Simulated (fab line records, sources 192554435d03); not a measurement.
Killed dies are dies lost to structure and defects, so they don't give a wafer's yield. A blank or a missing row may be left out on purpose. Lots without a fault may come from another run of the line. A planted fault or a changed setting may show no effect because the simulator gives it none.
Which tool did it? | flow n5_finfet | 23 lots, 69 wafers sampled, at 1 step of a route of 1938

WHAT THE GAUGES READ, wafer by wafer
N5_WELL_APT_OVL_MEAS_09.
lot  | measured    | on         | NWELL_OVL (nm)
L074 | day 1 13:46 | overlay-01 | -5 -10 1
L075 | day 1 19:53 | overlay-01 | 4 8 7
L077 | day 2 07:46 | overlay-01 | 2 0 -6
L078 | day 2 13:43 | overlay-02 | 3 3 1
L079 | day 2 19:47 | overlay-01 | -6 -5 -7
L080 | day 3 01:53 | overlay-01 | -12 -2 -5
L081 | day 3 07:58 | overlay-02 | 4 2 8
L082 | day 3 13:44 | overlay-01 | -5 3 -4
L083 | day 3 19:43 | overlay-02 | 4 -2 6
L084 | day 4 01:36 | overlay-01 | 6 9 2
L085 | day 4 07:58 | overlay-02 | 6 3 2
L086 | day 4 13:43 | overlay-01 | 1 -4 -2
L087 | day 4 20:12 | overlay-02 | -8 -8 -6
L088 | day 5 01:44 | overlay-01 | 0 5 5
L089 | day 5 08:01 | overlay-01 | -1 -1 -1
L090 | day 5 13:44 | overlay-01 | 9 13 11
L091 | day 5 19:57 | overlay-02 | 0 1 -2
L092 | day 6 01:43 | overlay-02 | 9 9 2
L093 | day 6 07:52 | overlay-01 | 4 -1 -1
L094 | day 6 13:55 | overlay-01 | 8 -6 -1
L095 | day 6 21:04 | overlay-01 | 4 -3 4
L096 | day 7 01:43 | overlay-02 | -1 2 -4
L097 | day 7 08:06 | overlay-02 | 5 10 1

WHICH TOOL RAN EACH LOT (tool, then ch and the chambers of the sampled wafers, then the start)
The record holds no process step before these readings.

WHAT THE TOOLS THEMSELVES READ (means of the sampled wafers that have a number; where no wafer has one, the mark that the record gives instead)
The record holds no such reading with a usual standard deviation.

THE ANSWER, worked out from the rows above alone
Rule: what is usual is taken from the lots themselves. Put in order of their means at a reading, lots are off if they are a third of the lots or fewer, leave a main group of 4 or more, and stand apart from it by a gap of 3 or more times the standard deviation of the main group's means; of several such gaps the widest counts. A main group whose means are all the same, to the digits that the tables above print for the reading, isn't used. A lot without any number at a reading at which 4 lots or more have one is off too. The other lots that the step has rows for count as sound. The gauges are gone through in route order, then the tools' own readings, and for those a lot's mean is taken as printed above. The first step at which some lot is off is used, and at that step the reading that is off furthest; a lot without a number counts as furthest.
No lot is off at any reading shown: from this, nothing can be told.

WHAT THE SIMULATOR HAD PUT IN
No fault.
